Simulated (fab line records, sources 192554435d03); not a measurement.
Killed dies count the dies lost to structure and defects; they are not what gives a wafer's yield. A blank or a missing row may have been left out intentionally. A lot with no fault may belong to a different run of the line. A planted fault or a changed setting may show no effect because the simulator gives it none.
Which of the tools did it?	flow n5Finfet	Sampling: 10 lots, 30 wafers, 5 of 1938 route steps

== WHAT THE GAUGES READ, wafer by wafer ==
The record lacks any reading of a measuring or inspecting step that a usual standard deviation could be used to judge.

== EACH LOT AND THE TOOL THAT RAN IT (in order: tool; ch and the chambers of the sampled wafers; start) ==
lot	N5_BEOL_M8_ETCH_65	N5_BEOL_M8_ETCH_41	N5_BEOL_M8_ALD_77	N5_BEOL_M8_DEP_56	N5_PASSIVATION_PROBE_49
L119	rieDiel-04 ch 0,1,2, day 9 15:00	rieDiel-04 ch 0,1,2, day 9 16:29 or earlier	aldMetal-01 ch 1,2,3, day 9 16:29	pecvd-04 ch 0,1, day 9 18:14	prober-01, day 12 16:50
L120	rieDiel-01 ch 0,1, day 10 13:04	rieDiel-01 ch 0,1, day 10 14:12 or earlier	aldMetal-01 ch 0,1,2, day 10 14:12	pecvd-04 ch 0,2, day 10 16:01	-
L121	rieDiel-05 ch 0,1,3, day 10 15:16	rieDiel-05 ch 0,1,3, day 10 17:13 or earlier	aldMetal-01 ch 0,1,2, day 10 17:13	pecvd-02 ch 0,1,2, day 10 18:40	-
L127	rieDiel-04 ch 0,3, day 12 22:37	rieDiel-04 ch 0,3, day 12 23:46 or earlier	aldMetal-01 ch 1,3, day 12 23:46	pecvd-02 ch 0,1,2, day 13 01:12	-
L128	rieDiel-01 ch 1,2,3, day 13 03:07	rieDiel-01 ch 1,2,3, day 13 04:25 or earlier	aldMetal-01 ch 1,2,3, day 13 04:25	pecvd-01 ch 0,1,2, day 13 06:20	-
L136	rieDiel-01 ch 0,1,2, day 14 18:31	rieDiel-01 ch 0,1,2, day 14 19:47 or earlier	aldMetal-01 ch 1,2,3, day 14 19:47	pecvd-04 ch 0,1,2, day 14 21:14	-
L138	rieDiel-01 ch 1,2,3, day 14 22:41	rieDiel-01 ch 1,2,3, day 15 00:13 or earlier	aldMetal-01 ch 0,1, day 15 00:13	pecvd-04 ch 0,1, day 15 02:04	-
L139	rieDiel-04 ch 0,2,3, day 15 04:58	rieDiel-04 ch 0,2,3, day 15 06:12 or earlier	aldMetal-03 ch 0,1,2, day 15 06:12	pecvd-01 ch 1,2, day 15 09:27	-
L140	rieDiel-01 ch 2,3, day 16 03:09	rieDiel-01 ch 2,3, day 16 04:22 or earlier	aldMetal-03 ch 0,1,3, day 16 04:22	pecvd-01 ch 0,2, day 16 05:54	prober-01, day 19 11:10
L141	rieDiel-04 ch 0,3, day 16 03:20	rieDiel-04 ch 0,3, day 16 04:27 or earlier	aldMetal-02 ch 0,2,3, day 16 04:27	pecvd-04 ch 0,2, day 16 05:58	-
- N5_BEOL_M8_ETCH_65: etches SiARC in CF4, target depth 15.6 nm, time 26 s.
- N5_BEOL_M8_ETCH_41: etches SiCN in CH3F/O2, target depth 31.9 nm, time 57.8 s.
- N5_BEOL_M8_ALD_77: deposits TaN, target thk 2 nm, pulse time 2 s, purge time 3 s.
- N5_BEOL_M8_DEP_56: deposits SiCN from 3MS/NH3, target thk 10 nm, time 17.5 s.
- N5_PASSIVATION_PROBE_49

== WHAT THE TOOLS THEMSELVES READ (means of the sampled wafers that have a number; where no wafer has one, the mark that the record gives instead) ==
N5_BEOL_M8_ETCH_65. Usual: for biasW, 36.00 W with a standard deviation of 0.11; for drypumpMotorCurrentA, 5.7 A with a standard deviation of 0.48; for etchRfOnTimeS, 26.2 s with a standard deviation of 0.56; for oesProductAu, 0.68 a.u. with a standard deviation of 0.069; for rfVppV, 184.4 V with a standard deviation of 1; for showerheadPlenumPTorr, 2.17 Torr with a standard deviation of 0.046; for throttleValvePct, 15.54 % with a standard deviation of 0.23.
lot	tool	biasW (W)	drypumpMotorCurrentA (A)	etchRfOnTimeS (s)	oesProductAu (a.u.)	rfVppV (V)	showerheadPlenumPTorr (Torr)	throttleValvePct (%)	flag
L119	rieDiel-04	35.94	5.8	26.1	0.71	184.7	2.19	15.45	
L120	rieDiel-01	35.94	5.9	26.4	0.62	185.3	2.21	15.58	
L121	rieDiel-05	36.01	5.9	26.8	0.60	185.4	2.20	15.72	
L127	rieDiel-04	36.14	5.5	25.7	0.67	183.7	2.13	15.63	
L128	rieDiel-01	36.04	5.8	26.1	0.70	184.6	2.18	15.45	
L136	rieDiel-01	36.03	5.8	26.3	0.70	184.0	2.18	15.32	
L138	rieDiel-01	36.01	5.9	26.6	0.68	184.7	2.17	15.46	
L139	rieDiel-04	35.96	5.5	25.9	0.68	183.5	2.16	15.62	
L140	rieDiel-01	36.00	5.8	25.7	0.70	185.0	2.15	15.58	
L141	rieDiel-04	35.93	5.5	25.5	0.66	183.8	2.12	15.67	

N5_BEOL_M8_ETCH_41. Usual: biasW 75.03 W, standard deviation 0.21; drypumpMotorCurrentA 5.7 A, standard deviation 0.49; oesProductAu 0.79 a.u., standard deviation 0.082; rfVppV 298.0 V, standard deviation 1.4; showerheadPlenumPTorr 2.03 Torr, standard deviation 0.046; throttleValvePct 16.24 %, standard deviation 0.23.
lot	tool	biasW (W)	drypumpMotorCurrentA (A)	oesProductAu (a.u.)	rfVppV (V)	showerheadPlenumPTorr (Torr)	throttleValvePct (%)	flag
L119	rieDiel-04	75.25	5.8	0.83	298.3	2.05	16.13	
L120	rieDiel-01	75.06	5.9	0.72	298.4	2.07	16.26	
L121	rieDiel-05	75.06	5.9	0.71	299.6	2.06	16.40	
L127	rieDiel-04	75.04	5.5	0.81	297.0	1.98	16.30	
L128	rieDiel-01	75.07	5.9	0.82	297.9	2.04	16.18	
L136	rieDiel-01	74.99	5.8	0.82	298.8	2.04	16.02	
L138	rieDiel-01	75.32	5.9	0.80	298.1	2.03	16.22	
L139	rieDiel-04	75.01	5.5	0.80	297.8	2.01	16.30	
L140	rieDiel-01	75.02	5.8	0.82	298.4	2.02	16.34	
L141	rieDiel-04	75.03	5.5	0.77	296.2	1.97	16.35	

N5_BEOL_M8_ALD_77. Usual: heaterPowerW 421 W, standard deviation 46; precursorVesselCarrierSccm 1000.0 sccm, standard deviation 2.9; susceptorTempC 274.98 C, standard deviation 0.17.
lot	tool	heaterPowerW (W)	precursorVesselCarrierSccm (sccm)	susceptorTempC (C)	flag
L119	aldMetal-01	431	997.3	275.05	
L120	aldMetal-01	451	998.1	275.01	
L121	aldMetal-01	452	997.1	274.81	
L127	aldMetal-01	410	999.1	274.94	
L128	aldMetal-01	430	1001.9	275.07	
L136	aldMetal-01	457	1000.8	281.97	OFF
L138	aldMetal-01	512	998.7	289.02	OFF
L139	aldMetal-03	418	997.8	275.22	
L140	aldMetal-03	416	998.1	275.15	
L141	aldMetal-02	448	1003.2	274.99	

N5_BEOL_M8_DEP_56. Usual: showerheadPlenumPTorr 3.661 Torr, standard deviation 0.012; throttleValvePct 8.9 %, standard deviation 0.35.
lot	tool	showerheadPlenumPTorr (Torr)	throttleValvePct (%)	flag
L119	pecvd-04	3.670	8.8	
L120	pecvd-04	3.667	8.9	
L121	pecvd-02	3.654	8.7	
L127	pecvd-02	3.658	8.9	
L128	pecvd-01	3.651	9.1	
L136	pecvd-04	3.677	8.9	
L138	pecvd-04	3.676	8.9	
L139	pecvd-01	3.650	8.9	
L140	pecvd-01	3.647	8.8	
L141	pecvd-04	3.667	9.0	

N5_PASSIVATION_PROBE_49. Usual: defectLimitedYield 91.3 %, standard deviation 1.4; killed_at_M0_to_M3 34, standard deviation 9.2; killed_at_M4_up 13, standard deviation 5.3; killedAtContacts 12, standard deviation 6; killedAtFrontEnd 39, standard deviation 12; killedAtOther 4, standard deviation 3.3; killedDies 102, standard deviation 17; killedOpen 67, standard deviation 12; killedShort 34, standard deviation 7.4; sort_bin_5_function 5.1 %, standard deviation 1; sort_bin_6_memory 3.2 %, standard deviation 0.6; sortNPass 1078, standard deviation 17; sortYieldPct 91.3 %, standard deviation 1.4.
lot	tool	defectLimitedYield (%)	killed_at_M0_to_M3	killed_at_M4_up	killedAtContacts	killedAtFrontEnd	killedAtOther	killedDies	killedOpen	killedShort	sort_bin_5_function (%)	sort_bin_6_memory (%)	sortNPass	sortYieldPct (%)	flag
L119	prober-01	91.2	31	13	8	42	9	103	72	30	5.3	3.2	1077	91.2	
L140	prober-01	91.8	32	10	9	39	6	96	61	35	4.5	3.5	1084	91.8	

== THE ANSWER, worked out from the rows above alone ==
Rule: take the mean of a lot's wafers that have a number; if it is more than 3 standard deviations from the usual mean, the lot is off. Also off: a lot with no number at a reading for which 4 or more lots have one. Where the step has rows for the other lots, those lots are counted as sound. First the gauges in route order, then the tools' own readings, where a lot's mean is used as printed above. The first step at which some lot is off is used, and at that step the reading that is off furthest; a lot without a number counts as furthest.
Off: L136, L138 (N5_BEOL_M8_ALD_77, susceptorTempC).
A tool fits if, at that step or a process step before it, it ran every lot that is off, and no sound lot after the first of them. N5_BEOL_M8_ETCH_41 gives no start for some lots, so the hours and the order of its lots are those of N5_BEOL_M8_ALD_77. One fits: aldMetal-01 at N5_BEOL_M8_ALD_77. A fault onset in the window from L128 (day 13 04:25, its last sound lot) to L136 (day 14 19:47, its first lot off) fits.
The tool's own readings at N5_BEOL_M8_ALD_77 bear it out: on the lots that are off they differ by more than 5 times the standard deviation of the sound lots' means. susceptorTempC reads 285.50 C there against 275.03 C on the sound lots.

== WHAT WAS PUT IN BY THE SIMULATOR ==
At N5_BEOL_M8_ALD_77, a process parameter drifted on aldMetal-01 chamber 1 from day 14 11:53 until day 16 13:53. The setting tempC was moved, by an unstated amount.
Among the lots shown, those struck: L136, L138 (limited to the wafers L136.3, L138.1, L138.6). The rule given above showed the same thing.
